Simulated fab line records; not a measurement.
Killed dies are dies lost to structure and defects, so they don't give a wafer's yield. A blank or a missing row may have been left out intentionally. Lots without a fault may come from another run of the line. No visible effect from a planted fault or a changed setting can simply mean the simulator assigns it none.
The tool behind it: which one? || flow n5 finfet || 45 wafers from 15 lots sampled at 4 of the route's 1938 steps

WHAT THE GAUGES READ, wafer by wafer
The record holds no reading of a measuring or inspecting step that can be judged against a usual standard deviation.

WHAT TOOL EACH LOT RAN ON (gives the tool, then ch and the chambers of the sampled wafers, and finally the start)
{"lot": "L254", "N5_BEOL_M8_CMP_52": "cmp-02 ch 1,2, day 9 22:56", "N5_BEOL_M9_ILD_DEP_00": "pecvd-04 ch 1,2, day 9 23:27", "N5_BEOL_M9_PECVD_70": "pecvd-04 ch 0,1,2, day 10 00:05", "N5_BEOL_M9_DEVELOP_10": "litho track-02 ch 0, day 10 00:27"}
{"lot": "L253", "N5_BEOL_M8_CMP_52": "cmp-02 ch 0,1,3, day 10 04:35", "N5_BEOL_M9_ILD_DEP_00": "pecvd-02 ch 0,1, day 10 05:05", "N5_BEOL_M9_PECVD_70": "pecvd-02 ch 0,1, day 10 05:44", "N5_BEOL_M9_DEVELOP_10": "litho track-02 ch 0, day 10 07:02"}
{"lot": "L255", "N5_BEOL_M8_CMP_52": "cmp-01 ch 2,3, day 10 22:10", "N5_BEOL_M9_ILD_DEP_00": "pecvd-02 ch 0,1, day 10 22:38", "N5_BEOL_M9_PECVD_70": "pecvd-01 ch 0,1,2, day 10 23:16", "N5_BEOL_M9_DEVELOP_10": "litho track-03 ch 0, day 11 00:47"}
{"lot": "L256", "N5_BEOL_M8_CMP_52": "cmp-03 ch 1,2,3, day 11 06:27", "N5_BEOL_M9_ILD_DEP_00": "pecvd-01 ch 0,2, day 11 06:54", "N5_BEOL_M9_PECVD_70": "pecvd-01 ch 1,2, day 11 07:32", "N5_BEOL_M9_DEVELOP_10": "litho track-03 ch 0, day 11 09:35"}
{"lot": "L258", "N5_BEOL_M8_CMP_52": "cmp-03 ch 0,1,2, day 11 10:19", "N5_BEOL_M9_ILD_DEP_00": "pecvd-01 ch 0,1,2, day 11 10:49", "N5_BEOL_M9_PECVD_70": "pecvd-01 ch 0,1, day 11 11:26", "N5_BEOL_M9_DEVELOP_10": "litho track-03 ch 0, day 11 12:50"}
{"lot": "L259", "N5_BEOL_M8_CMP_52": "cmp-02 ch 0,1,3, day 12 06:08", "N5_BEOL_M9_ILD_DEP_00": "pecvd-04 ch 1,2, day 12 06:35", "N5_BEOL_M9_PECVD_70": "pecvd-02 ch 1,2, day 12 07:14", "N5_BEOL_M9_DEVELOP_10": "litho track-02 ch 0, day 12 08:02"}
{"lot": "L261", "N5_BEOL_M8_CMP_52": "cmp-01 ch 0,2,3, day 12 06:24", "N5_BEOL_M9_ILD_DEP_00": "pecvd-01 ch 0,1,2, day 12 06:51", "N5_BEOL_M9_PECVD_70": "pecvd-01 ch 0,2, day 12 07:29", "N5_BEOL_M9_DEVELOP_10": "litho track-05, day 12 08:23"}
{"lot": "L262", "N5_BEOL_M8_CMP_52": "cmp-03 ch 1,2,3, day 12 11:54", "N5_BEOL_M9_ILD_DEP_00": "pecvd-02 ch 0,1,2, day 12 12:21", "N5_BEOL_M9_PECVD_70": "pecvd-01 ch 1,2, day 12 13:28", "N5_BEOL_M9_DEVELOP_10": "litho track-05, day 12 14:15"}
{"lot": "L263", "N5_BEOL_M8_CMP_52": "cmp-02 ch 0,2,3, day 12 20:37", "N5_BEOL_M9_ILD_DEP_00": "pecvd-02 ch 0,1, day 12 21:05", "N5_BEOL_M9_PECVD_70": "pecvd-04 ch 0,1, day 12 21:43", "N5_BEOL_M9_DEVELOP_10": "litho track-03, day 12 22:44"}
{"lot": "L260", "N5_BEOL_M8_CMP_52": "cmp-03 ch 0,2,3, day 12 21:10", "N5_BEOL_M9_ILD_DEP_00": "pecvd-01 ch 2, day 12 21:35", "N5_BEOL_M9_PECVD_70": "pecvd-01 ch 0,2, day 12 22:56", "N5_BEOL_M9_DEVELOP_10": "litho track-03 ch 0, day 13 00:04"}
{"lot": "L271", "N5_BEOL_M8_CMP_52": "cmp-03 ch 0,3, day 14 12:28", "N5_BEOL_M9_ILD_DEP_00": "pecvd-01 ch 0,2, day 14 12:58", "N5_BEOL_M9_PECVD_70": "pecvd-01 ch 0,1,2, day 14 13:35", "N5_BEOL_M9_DEVELOP_10": "litho track-02 ch 0, day 14 14:20"}
{"lot": "L274", "N5_BEOL_M8_CMP_52": "cmp-01 ch 1,2, day 14 17:47", "N5_BEOL_M9_ILD_DEP_00": "pecvd-04 ch 0,1, day 14 18:17", "N5_BEOL_M9_PECVD_70": "pecvd-04 ch 0,2, day 14 18:58", "N5_BEOL_M9_DEVELOP_10": "litho track-03 ch 0, day 14 20:55"}
{"lot": "L270", "N5_BEOL_M8_CMP_52": "cmp-03 ch 0,1,3, day 14 18:31", "N5_BEOL_M9_ILD_DEP_00": "pecvd-02 ch 0,1,2, day 14 18:56", "N5_BEOL_M9_PECVD_70": "pecvd-02 ch 1,2, day 14 19:34", "N5_BEOL_M9_DEVELOP_10": "litho track-05 ch 0, day 14 21:13"}
{"lot": "L273", "N5_BEOL_M8_CMP_52": "cmp-03 ch 0,2,3, day 15 12:23", "N5_BEOL_M9_ILD_DEP_00": "pecvd-02 ch 0,1,2, day 15 12:47", "N5_BEOL_M9_PECVD_70": "pecvd-04 ch 0,1,2, day 15 13:55", "N5_BEOL_M9_DEVELOP_10": "litho track-03 ch 0, day 15 14:50"}
{"lot": "L275", "N5_BEOL_M8_CMP_52": "cmp-03 ch 0,1,3, day 16 07:46", "N5_BEOL_M9_ILD_DEP_00": "pecvd-04 ch 0,1,2, day 16 08:13", "N5_BEOL_M9_PECVD_70": "pecvd-01 ch 0,1, day 16 09:50", "N5_BEOL_M9_DEVELOP_10": "litho track-03 ch 0, day 16 12:28"}
- N5_BEOL_M8_CMP_52: polishes, stops on SiCOH lowk, t overpolish 6.9 s, target thk 80 nm.
- N5_BEOL_M9_ILD_DEP_00: deposits SiCOH lowk from DEMS/porogen, target thk 308.51 nm, time 58 s.
- N5_BEOL_M9_PECVD_70: deposits SiO2 from TEOS/O2, target thk 20 nm, time 22.7 s.
- N5_BEOL_M9_DEVELOP_10: develop time 30 s.

WHAT THE TOOLS THEMSELVES READ (means of the sampled wafers that have a number; where no wafer has one, the mark that the record gives instead)
N5_BEOL_M8_CMP_52. Usual: barrier field endpoint s 29.0 s, standard deviation 0.78; motor current A 6.1 A, standard deviation 0.8; overpolish run s 6.899 s, standard deviation 0.0082; platen rpm 50.00 rpm, standard deviation 0.034; time to endpoint s 63 s, standard deviation 3.6.
{"lot": "L254", "tool": "cmp-02", "barrier field endpoint s (s)": 29.6, "motor current A (A)": 5.6, "overpolish run s (s)": 6.894, "platen rpm (rpm)": 50.01, "time to endpoint s (s)": 65, "flag": ""}
{"lot": "L253", "tool": "cmp-02", "barrier field endpoint s (s)": 29.5, "motor current A (A)": 6.3, "overpolish run s (s)": 6.906, "platen rpm (rpm)": 49.99, "time to endpoint s (s)": 67, "flag": ""}
{"lot": "L255", "tool": "cmp-01", "barrier field endpoint s (s)": 27.8, "motor current A (A)": 6.1, "overpolish run s (s)": 6.904, "platen rpm (rpm)": 50.01, "time to endpoint s (s)": 58, "flag": ""}
{"lot": "L256", "tool": "cmp-03", "barrier field endpoint s (s)": 28.8, "motor current A (A)": 6.2, "overpolish run s (s)": 6.901, "platen rpm (rpm)": 50.04, "time to endpoint s (s)": 61, "flag": ""}
{"lot": "L258", "tool": "cmp-03", "barrier field endpoint s (s)": 29.4, "motor current A (A)": 6.8, "overpolish run s (s)": 6.900, "platen rpm (rpm)": 49.99, "time to endpoint s (s)": 63, "flag": ""}
{"lot": "L259", "tool": "cmp-02", "barrier field endpoint s (s)": 29.6, "motor current A (A)": 6.4, "overpolish run s (s)": 6.891, "platen rpm (rpm)": 50.01, "time to endpoint s (s)": 66, "flag": ""}
{"lot": "L261", "tool": "cmp-01", "barrier field endpoint s (s)": 28.8, "motor current A (A)": 5.6, "overpolish run s (s)": 6.896, "platen rpm (rpm)": 50.02, "time to endpoint s (s)": 61, "flag": ""}
{"lot": "L262", "tool": "cmp-03", "barrier field endpoint s (s)": 28.3, "motor current A (A)": 6.0, "overpolish run s (s)": 6.890, "platen rpm (rpm)": 49.99, "time to endpoint s (s)": 57, "flag": ""}
{"lot": "L263", "tool": "cmp-02", "barrier field endpoint s (s)": 29.4, "motor current A (A)": 6.5, "overpolish run s (s)": 6.905, "platen rpm (rpm)": 49.97, "time to endpoint s (s)": 66, "flag": ""}
{"lot": "L260", "tool": "cmp-03", "barrier field endpoint s (s)": 29.6, "motor current A (A)": 6.3, "overpolish run s (s)": 6.902, "platen rpm (rpm)": 50.00, "time to endpoint s (s)": 64, "flag": ""}
{"lot": "L271", "tool": "cmp-03", "barrier field endpoint s (s)": 29.7, "motor current A (A)": 6.3, "overpolish run s (s)": 6.899, "platen rpm (rpm)": 49.97, "time to endpoint s (s)": 66, "flag": ""}
{"lot": "L274", "tool": "cmp-01", "barrier field endpoint s (s)": 28.6, "motor current A (A)": 5.7, "overpolish run s (s)": 6.900, "platen rpm (rpm)": 50.01, "time to endpoint s (s)": 62, "flag": ""}
{"lot": "L270", "tool": "cmp-03", "barrier field endpoint s (s)": 29.3, "motor current A (A)": 6.1, "overpolish run s (s)": 6.900, "platen rpm (rpm)": 50.00, "time to endpoint s (s)": 65, "flag": ""}
{"lot": "L273", "tool": "cmp-03", "barrier field endpoint s (s)": 28.4, "motor current A (A)": 6.4, "overpolish run s (s)": 6.904, "platen rpm (rpm)": 50.01, "time to endpoint s (s)": 64, "flag": ""}
{"lot": "L275", "tool": "cmp-03", "barrier field endpoint s (s)": 29.3, "motor current A (A)": 6.1, "overpolish run s (s)": 6.896, "platen rpm (rpm)": 49.99, "time to endpoint s (s)": 65, "flag": ""}

N5_BEOL_M9_ILD_DEP_00. Usual: heater power w 345 W, standard deviation 60; showerhead plenum p Torr 5.751 Torr, standard deviation 0.021; throttle valve pct 13.9 %, standard deviation 0.86.
{"lot": "L254", "tool": "pecvd-04", "heater power w (W)": 309, "showerhead plenum p Torr (Torr)": 5.737, "throttle valve pct (%)": 13.9, "flag": ""}
{"lot": "L253", "tool": "pecvd-02", "heater power w (W)": 314, "showerhead plenum p Torr (Torr)": 5.741, "throttle valve pct (%)": 14.0, "flag": ""}
{"lot": "L255", "tool": "pecvd-02", "heater power w (W)": 351, "showerhead plenum p Torr (Torr)": 5.748, "throttle valve pct (%)": 14.0, "flag": ""}
{"lot": "L256", "tool": "pecvd-01", "heater power w (W)": 345, "showerhead plenum p Torr (Torr)": 5.755, "throttle valve pct (%)": 14.2, "flag": ""}
{"lot": "L258", "tool": "pecvd-01", "heater power w (W)": 373, "showerhead plenum p Torr (Torr)": 5.763, "throttle valve pct (%)": 14.1, "flag": ""}
{"lot": "L259", "tool": "pecvd-04", "heater power w (W)": 304, "showerhead plenum p Torr (Torr)": 5.747, "throttle valve pct (%)": 13.8, "flag": ""}
{"lot": "L261", "tool": "pecvd-01", "heater power w (W)": 356, "showerhead plenum p Torr (Torr)": 5.769, "throttle valve pct (%)": 14.0, "flag": ""}
{"lot": "L262", "tool": "pecvd-02", "heater power w (W)": 361, "showerhead plenum p Torr (Torr)": 5.739, "throttle valve pct (%)": 13.8, "flag": ""}
{"lot": "L263", "tool": "pecvd-02", "heater power w (W)": 337, "showerhead plenum p Torr (Torr)": 5.742, "throttle valve pct (%)": 14.3, "flag": ""}
{"lot": "L260", "tool": "pecvd-01", "heater power w (W)": 440, "showerhead plenum p Torr (Torr)": 5.746, "throttle valve pct (%)": 15.1, "flag": ""}
{"lot": "L271", "tool": "pecvd-01", "heater power w (W)": 340, "showerhead plenum p Torr (Torr)": 5.752, "throttle valve pct (%)": 14.3, "flag": ""}
{"lot": "L274", "tool": "pecvd-04", "heater power w (W)": 282, "showerhead plenum p Torr (Torr)": 5.742, "throttle valve pct (%)": 13.4, "flag": ""}
{"lot": "L270", "tool": "pecvd-02", "heater power w (W)": 354, "showerhead plenum p Torr (Torr)": 5.734, "throttle valve pct (%)": 13.6, "flag": ""}
{"lot": "L273", "tool": "pecvd-02", "heater power w (W)": 357, "showerhead plenum p Torr (Torr)": 5.743, "throttle valve pct (%)": 13.7, "flag": ""}
{"lot": "L275", "tool": "pecvd-04", "heater power w (W)": 272, "showerhead plenum p Torr (Torr)": 5.746, "throttle valve pct (%)": 13.3, "flag": ""}

N5_BEOL_M9_PECVD_70. Usual: heater power w 782 W, standard deviation 120; showerhead plenum p Torr 8.83 Torr, standard deviation 0.085; throttle valve pct 22.5 %, standard deviation 1.4.
{"lot": "L254", "tool": "pecvd-04", "heater power w (W)": 632, "showerhead plenum p Torr (Torr)": 8.80, "throttle valve pct (%)": 21.9, "flag": ""}
{"lot": "L253", "tool": "pecvd-02", "heater power w (W)": 765, "showerhead plenum p Torr (Torr)": 8.80, "throttle valve pct (%)": 22.7, "flag": ""}
{"lot": "L255", "tool": "pecvd-01", "heater power w (W)": 805, "showerhead plenum p Torr (Torr)": 8.89, "throttle valve pct (%)": 22.7, "flag": ""}
{"lot": "L256", "tool": "pecvd-01", "heater power w (W)": 859, "showerhead plenum p Torr (Torr)": 8.87, "throttle valve pct (%)": 22.8, "flag": ""}
{"lot": "L258", "tool": "pecvd-01", "heater power w (W)": 795, "showerhead plenum p Torr (Torr)": 8.92, "throttle valve pct (%)": 22.2, "flag": ""}
{"lot": "L259", "tool": "pecvd-02", "heater power w (W)": 814, "showerhead plenum p Torr (Torr)": 8.70, "throttle valve pct (%)": 22.7, "flag": ""}
{"lot": "L261", "tool": "pecvd-01", "heater power w (W)": 802, "showerhead plenum p Torr (Torr)": 8.89, "throttle valve pct (%)": 22.9, "flag": ""}
{"lot": "L262", "tool": "pecvd-01", "heater power w (W)": 870, "showerhead plenum p Torr (Torr)": 8.89, "throttle valve pct (%)": 22.7, "flag": ""}
{"lot": "L263", "tool": "pecvd-04", "heater power w (W)": 703, "showerhead plenum p Torr (Torr)": 8.77, "throttle valve pct (%)": 21.5, "flag": ""}
{"lot": "L260", "tool": "pecvd-01", "heater power w (W)": 885, "showerhead plenum p Torr (Torr)": 8.84, "throttle valve pct (%)": 23.7, "flag": ""}
{"lot": "L271", "tool": "pecvd-01", "heater power w (W)": 827, "showerhead plenum p Torr (Torr)": 8.88, "throttle valve pct (%)": 23.0, "flag": ""}
{"lot": "L274", "tool": "pecvd-04", "heater power w (W)": 654, "showerhead plenum p Torr (Torr)": 8.85, "throttle valve pct (%)": 21.6, "flag": ""}
{"lot": "L270", "tool": "pecvd-02", "heater power w (W)": 757, "showerhead plenum p Torr (Torr)": 8.71, "throttle valve pct (%)": 22.6, "flag": ""}
{"lot": "L273", "tool": "pecvd-04", "heater power w (W)": 697, "showerhead plenum p Torr (Torr)": 8.82, "throttle valve pct (%)": 21.6, "flag": ""}
{"lot": "L275", "tool": "pecvd-01", "heater power w (W)": 855, "showerhead plenum p Torr (Torr)": 8.91, "throttle valve pct (%)": 22.2, "flag": ""}

N5_BEOL_M9_DEVELOP_10. Usual: chill plate temp C at 23.04 C, with a standard deviation of 0.1.
{"lot": "L254", "tool": "litho track-02", "chill plate temp C (C)": 22.94, "flag": ""}
{"lot": "L253", "tool": "litho track-02", "chill plate temp C (C)": 23.03, "flag": ""}
{"lot": "L255", "tool": "litho track-03", "chill plate temp C (C)": 23.09, "flag": ""}
{"lot": "L256", "tool": "litho track-03", "chill plate temp C (C)": 22.99, "flag": ""}
{"lot": "L258", "tool": "litho track-03", "chill plate temp C (C)": 23.07, "flag": ""}
{"lot": "L259", "tool": "litho track-02", "chill plate temp C (C)": 23.04, "flag": ""}
{"lot": "L261", "tool": "litho track-05", "chill plate temp C (C)": "-", "flag": "OFF"}
{"lot": "L262", "tool": "litho track-05", "chill plate temp C (C)": "-", "flag": "OFF"}
{"lot": "L263", "tool": "litho track-03", "chill plate temp C (C)": "-", "flag": "OFF"}
{"lot": "L260", "tool": "litho track-03", "chill plate temp C (C)": 23.03, "flag": ""}
{"lot": "L271", "tool": "litho track-02", "chill plate temp C (C)": 23.00, "flag": ""}
{"lot": "L274", "tool": "litho track-03", "chill plate temp C (C)": 22.94, "flag": ""}
{"lot": "L270", "tool": "litho track-05", "chill plate temp C (C)": 22.97, "flag": ""}
{"lot": "L273", "tool": "litho track-03", "chill plate temp C (C)": 23.14, "flag": ""}
{"lot": "L275", "tool": "litho track-03", "chill plate temp C (C)": 23.08, "flag": ""}

THE ANSWER, worked out from the rows above alone
Rule: take the mean of a lot's wafers that have a number; if it is more than 3 standard deviations from the usual mean, the lot is off. Also off: a lot with no number at a reading for which 4 or more lots have one. Where the step has rows for the other lots, those lots are counted as sound. After the gauges, taken in route order, come the tools' own readings; for these a lot's mean is taken, as printed above. At the first step where some lot is off, the reading lying furthest off is the one used; lots without a number count as furthest.
Off: L261, L262, L263 (N5_BEOL_M9_DEVELOP_10, chill plate temp C). Without a number there: L261, L262, L263.
If a tool, at that step or one of the process steps before it, ran each lot that is off and ran no sound lot following the first of them, it fits. No candidate that was tried fits.

WHAT THE SIMULATOR HAD INSERTED
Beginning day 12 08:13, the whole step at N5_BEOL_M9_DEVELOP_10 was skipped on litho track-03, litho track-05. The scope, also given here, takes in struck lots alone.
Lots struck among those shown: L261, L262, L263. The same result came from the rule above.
